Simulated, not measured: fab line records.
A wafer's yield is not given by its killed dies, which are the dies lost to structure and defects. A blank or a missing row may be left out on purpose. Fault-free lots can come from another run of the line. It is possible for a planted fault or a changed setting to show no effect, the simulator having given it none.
Lot-split experiment + flow n5Finfet + 21 wafers read from 7 lots, route of 1938 steps

THE SPLIT
At N5_BEOL_M13_COAT_58 (time 60 s, resist thk 89 nm), the setting spinRpm was moved away from the recipe's 1500 rpm on 7 of the 21 wafers read, by -10.7% to +5.2%. All remaining wafers had this setting at the recipe value.

FROM THE SPLIT TO THE READING: what the file shows between them, 3 steps
- N5_BEOL_M13_COAT_04: resist thk 400 nm
- N5_BEOL_M13_EBR_06
- N5_BEOL_M13_DESCUM_15: chemistry O2, time 7.9 s

THE READING
etch.depthNm (the simulator's own value, which no gauge read), in nm, at N5_BEOL_M13_ETCH_59 (etches BARC in N2/H2, target depth 89 nm, overetch 26.7 nm, time 67.9 s). The file gives no usual value for it. Average 88.94 nm, standard deviation 0.25 nm, over the 14 wafers here run with the recipe.

| wafer  | tool, chamber at the split | spinRpm as run, rpm | against the recipe | etch.depthNm, nm | against lot-mates on the recipe |
|--------|----------------------------|---------------------|--------------------|------------------|---------------------------------|
| L076.1 | lithoTrack-02, 0           | 1500                | recipe             | 89.04            | -                               |
| L076.5 | lithoTrack-02, 0           | 1500                | recipe             | 88.9             | -                               |
| L076.6 | lithoTrack-02, 0           | 1429                | -4.7%              | 90.99            | +2.02                           |
| L080.2 | lithoTrack-02, 0           | 1500                | recipe             | 88.7             | -                               |
| L080.4 | lithoTrack-02, 0           | 1350                | -10.0%             | 93.63            | +4.93                           |
| L080.5 | lithoTrack-02, 0           | 1350                | -10.0%             | 93.58            | +4.88                           |
| L081.2 | lithoTrack-02, 0           | 1339                | -10.7%             | 94.2             | +5.58                           |
| L081.3 | lithoTrack-02, 0           | 1339                | -10.7%             | 94.28            | +5.66                           |
| L081.4 | lithoTrack-02, 0           | 1500                | recipe             | 88.62            | -                               |
| L084.3 | lithoTrack-01, 0           | 1500                | recipe             | 88.46            | -                               |
| L084.5 | lithoTrack-01, 0           | 1578                | +5.2%              | 86.49            | -1.97                           |
| L084.6 | lithoTrack-01, 0           | 1578                | +5.2%              | 86.72            | -1.74                           |
| L091.1 | lithoTrack-01, 0           | 1500                | recipe             | 89.03            | -                               |
| L091.4 | lithoTrack-01, 0           | 1500                | recipe             | 89.09            | -                               |
| L091.5 | lithoTrack-01, 0           | 1500                | recipe             | 88.92            | -                               |
| L094.1 | lithoTrack-04, 0           | 1500                | recipe             | 89.25            | -                               |
| L094.2 | lithoTrack-04, 0           | 1500                | recipe             | 89.22            | -                               |
| L094.5 | lithoTrack-04, 0           | 1500                | recipe             | 89.31            | -                               |
| L093.3 | lithoTrack-01, 0           | 1500                | recipe             | 88.74            | -                               |
| L093.5 | lithoTrack-01, 0           | 1500                | recipe             | 89.09            | -                               |
| L093.6 | lithoTrack-01, 0           | 1500                | recipe             | 88.73            | -                               |

FIT RESULTS
A straight line over all 21 wafers: etch.depthNm changes by -0.475 nm for each +1% of spinRpm; r = -0.99; the points scatter about the line by 0.24 nm.
The same after taking each lot's own level away (the mean of its wafers on the recipe; 21 wafers): -0.481 nm for each +1%; r = -0.99; scatter 0.26 nm.
According to that fit, moving spinRpm by its largest amount changes the reading by 5.2 nm.
Measured against the standard deviation above, the lots' own levels, which go from 88.460 to 89.260 nm, span 3.2 times it.
The two slopes agree, so the slope changes little with the lot-to-lot level.
Check: with one of the wafers moved furthest among these (-10.7%) left out of the fit, the line predicts +5.17 nm for it against its lot-mates. It came out at +5.58 nm against them.

FURTHER SPLITS ON THESE WAFERS
These wafers also went through other splits before the reading. Each is held against what the fit with the lots' levels taken away leaves over:
| other split on the same wafers | wafers away from the commonest value | r with etch.depthNm (lot level and that fit taken away) |
|--------------------------------|--------------------------------------|---------------------------------------------------------|
| N5_BEOL_M10_EXPOSE_25 doseMj   | 8                                    | -0.20                                                   |
| N5_BEOL_M11_ETCH_41 timeS      | 5                                    | -0.22                                                   |

THE WHOLE CHAIN: every reading that the file lists as answering this split, in the file's order
| step                 | what it does                                                            | reading                                                                         | change (the file's fit)               | r (the file's) |
|----------------------|-------------------------------------------------------------------------|---------------------------------------------------------------------------------|---------------------------------------|----------------|
| N5_BEOL_M13_COAT_58  | time 60 s, resist thk 89 nm                                             | BARC_of_BEOL_M13_COAT_58.thkNm (the simulator's own value, which no gauge read) | -0.481 nm for each +1% of the setting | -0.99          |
| N5_BEOL_M13_ETCH_59  | etches BARC in N2/H2, target depth 89 nm, overetch 26.7 nm, time 67.9 s | etch.depthNm (the simulator's own value, which no gauge read)                   | -0.486 nm for each +1% of the setting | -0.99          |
| N5_BEOL_M13_STRIP_64 | strips in N2/H2                                                         | stripTimeToEndpointS                                                            | withheld for each +1% of the setting  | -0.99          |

THE FILE'S OWN FIT
etch.depthNm changes by -0.486 nm for each +1% of spinRpm, r = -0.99.
